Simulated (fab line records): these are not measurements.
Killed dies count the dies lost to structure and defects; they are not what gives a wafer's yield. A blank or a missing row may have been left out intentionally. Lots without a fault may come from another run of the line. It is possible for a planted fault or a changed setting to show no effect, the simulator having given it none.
A struck lot beside a sound one || flow n5_finfet || 31 steps out of a route of 1938
Sound: these wafers, L789.1, L789.2, L789.5. Wafers struck: L802.3, L802.4, L802.6. Last of all comes the cause.
Each step with rows lists, per side, the tool, then ch with its chambers, then its first start. Under that, the readings that differ: sound wafers || struck wafers || difference of the means || sigmas: that difference in standard deviations of wafers without a fault.
alike: readings with means less than 2 such deviations apart, plus words and numbers identical on both sides. not compared: withheld readings, readings lacking a value on some wafer, bounds such as >300 that could conceal the same value, and numbers that have no deviation in the record and whose values overlap.
A row with sigmas, a row that says differs or no value, or rows on one side alone: a step with any of these is where the two part. When numbers do not overlap yet have no deviation, they are printed without sigmas and do not part them. A reading that every wafer of one side lacks parts them only if that side has two wafers or more.

N5_DUMMY_REMOVAL_STRIP_10: strips in N2/H2, time 40 s.
  sound on rie_diel-04 ch 1,2,3, day 5 13:22; struck on rie_diel-02 ch 1,2,3, day 8 18:48
{"reading": "showerhead_plenum_p_Torr (Torr)", "sound": "3.36 3.39 3.21", "struck": "3.51 3.56 3.56", "difference": "+0.22", "sigmas": "+2"}
  alike: drypump_motor_current_A, oes_product_au, rf_vpp_V, throttle_valve_pct
  not compared: rf_hours_counter_h
then, 2 steps without rows for these wafers: N5_DUMMY_REMOVAL_PRECLEAN_07 (cleans in dHF, time 30 s); N5_DUMMY_REMOVAL_DUMMY_REMOVE_02 (chemistry TMAH, target poly-Si, stops on SiO2, target depth 142 nm, time 57 s, rinse time 30 s).
N5_DUMMY_REMOVAL_INSPECT_06: inspects for defects (brightfield).
  sound on defect_inspect-02 at day 5 13:32; struck on defect_inspect-01 at day 8 18:58
  alike: raw_defect_count
then, 7 steps without rows for these wafers: N5_DUMMY_REMOVAL_PRECLEAN_08 (cleans in NF3:NH3, afs cycles 2, time 20 s, sublimation time 60 s); N5_DUMMY_REMOVAL_PRECLEAN_04 (cleans in DHF, time 37 s); N5_DUMMY_REMOVAL_SRD_05 (time 30 s); N5_HKMG_FIN_IL_REGROW_00 (material SiO2, chemistry O3, target thk 0.75 nm, time 30 s); N5_HKMG_FIN_HK_ALD_01 (deposits HfO2, target thk 1.6 nm, pulse time 3 s, purge time 3 s); N5_HKMG_FIN_HK_ANNEAL_02 (time 30 s); N5_HKMG_FIN_ALD_74 (deposits La2O3, target thk 0.5 nm, pulse time 6 s, co reactant pulse time 1 s).
N5_HKMG_FIN_ALD_75: deposits Al2O3, target thk 1 nm, co reactant pulse time 1 s.
  sound on ald_hk-02 ch 0,1,2, day 5 14:26; struck on ald_hk-03 ch 1,2,3, day 8 19:48
{"reading": "precursor_pulse_height_rel", "sound": "1.011 1.035 1.052", "struck": "0.976 0.985 0.981", "difference": -0.052, "sigmas": -3}
  alike: heater_power_w
N5_HKMG_FIN_COAT_41: time 60 s, resist thk 300 nm.
  sound on litho_track-01 ch 0, day 5 14:31; struck on litho_track-02 ch 0, day 8 19:54
{"reading": "exhaust_pa (Pa)", "sound": "47.6 45.5 46.1", "struck": "44.3 44.5 43.0", "difference": -2.5, "sigmas": -2}
{"reading": "spin_speed_rpm (rpm)", "sound": "1499.5 1499.1 1497.5", "struck": "1337.5 1338.3 1339.1", "difference": -160.4, "sigmas": "-99 or more"}
{"reading": "model.SOC_of_HKMG_FIN_COAT_41.thk_nm (nm)", "sound": "301.6 302.6 302.2", "struck": "319 319 318.4", "difference": "+17", "sigmas": ""}
then, 7 steps without rows for these wafers: N5_HKMG_FIN_COAT_42 (time 60 s, resist thk 35 nm); N5_HKMG_FIN_COAT_43 (resist thk 90 nm); N5_HKMG_FIN_EBR_45; N5_HKMG_FIN_SOFTBAKE_44 (time 60 s); N5_HKMG_FIN_EXPOSE_46 (exposes mask NDIPOLE); N5_HKMG_FIN_PEB_47 (peb time 60 s); N5_HKMG_FIN_DEVELOP_48 (develop time 30 s).
N5_HKMG_FIN_CD_MEAS_49: target cd 202 nm.
  sound on cd_sem-01 ch 0, day 5 14:53; struck on cd_sem-01 ch 0, day 8 20:16
{"reading": "cd_nm (nm)", "sound": "202.5 203.3 201.9", "struck": "201.1 201.2 200.4", "difference": -1.7, "sigmas": -3}
N5_HKMG_FIN_OVL_MEAS_50:
  sound on overlay-02 ch 0, day 5 14:55; struck on overlay-01 ch 0, day 8 20:18
  alike: NDIPOLE_OVL
N5_HKMG_FIN_INSPECT_61: inspects for defects (macro).
  sound on defect_inspect-02 at day 5 14:57; struck on defect_inspect-01 at day 8 20:19
{"reading": "raw_defect_count", "sound": "5 3 6", "struck": "1 1 1", "difference": -4, "sigmas": -3}
N5_HKMG_FIN_DESCUM_53: chemistry O2, time 7.9 s.
  sound on rie_diel-06 ch 0,2, day 5 15:11; struck on rie_diel-06 ch 0,2, day 8 20:21
  alike: drypump_motor_current_A, oes_product_au, rf_vpp_V, showerhead_plenum_p_Torr, throttle_valve_pct
  not compared: rf_hours_counter_h
then, 1 step without rows for these wafers: N5_HKMG_FIN_ETCH_54 (etches SiARC in CF4, target depth 45.5 nm, time 75.8 s).
N5_HKMG_FIN_ETCH_55: etches SOC in N2/H2, target depth 240 nm, time 300 s.
  sound on rie_diel-06 ch 0,2, day 5 15:17; struck on rie_diel-06 ch 0,2, day 8 20:27
  alike: drypump_motor_current_A, oes_product_au, rf_vpp_V, showerhead_plenum_p_Torr, throttle_valve_pct
  not compared: rf_hours_counter_h
then, 1 step without rows for these wafers: N5_HKMG_FIN_STRIP_56 (strips in N2/H2).
N5_HKMG_FIN_STRIP_57: strips in CF4.
  sound on rie_diel-06 ch 0,2, day 5 15:28; struck on rie_diel-06 ch 0,2, day 8 20:38
  alike: drypump_motor_current_A, oes_product_au, rf_vpp_V, showerhead_plenum_p_Torr, throttle_valve_pct
  not compared: rf_hours_counter_h
then, 1 step without rows for these wafers: N5_HKMG_FIN_ETCH_58 (etches SOC in N2/H2, target depth 215.8 nm, time 741 s).
N5_HKMG_FIN_STRIP_93: strips SOC in N2/H2, time 20 s.
  sound on rie_diel-06 ch 0,2, day 5 15:55; struck on rie_diel-06 ch 0,2, day 8 21:05
{"reading": "model.SOC_of_HKMG_FIN_COAT_41.thk_nm (nm)", "sound": "74.6 80.6 74.8", "struck": "94.4 93.2 91", "difference": "+16.2", "sigmas": ""}
  alike: drypump_motor_current_A, oes_product_au, rf_vpp_V, showerhead_plenum_p_Torr, throttle_valve_pct
  not compared: rf_hours_counter_h
then, 1 step without rows for these wafers: N5_HKMG_FIN_WET_ETCH_76 (etches Al2O3 in dNH4OH, stops on La2O3, target depth 2.25 nm, rinse time 30 s).

== WHERE THEY PART ==
First at N5_DUMMY_REMOVAL_STRIP_10; last, within this record, at N5_HKMG_FIN_INSPECT_61. Later steps at which nothing parts them and some readings are alike: N5_HKMG_FIN_DESCUM_53, N5_HKMG_FIN_ETCH_55, N5_HKMG_FIN_STRIP_57, N5_HKMG_FIN_STRIP_93.

WHY: what had been put in by the simulator
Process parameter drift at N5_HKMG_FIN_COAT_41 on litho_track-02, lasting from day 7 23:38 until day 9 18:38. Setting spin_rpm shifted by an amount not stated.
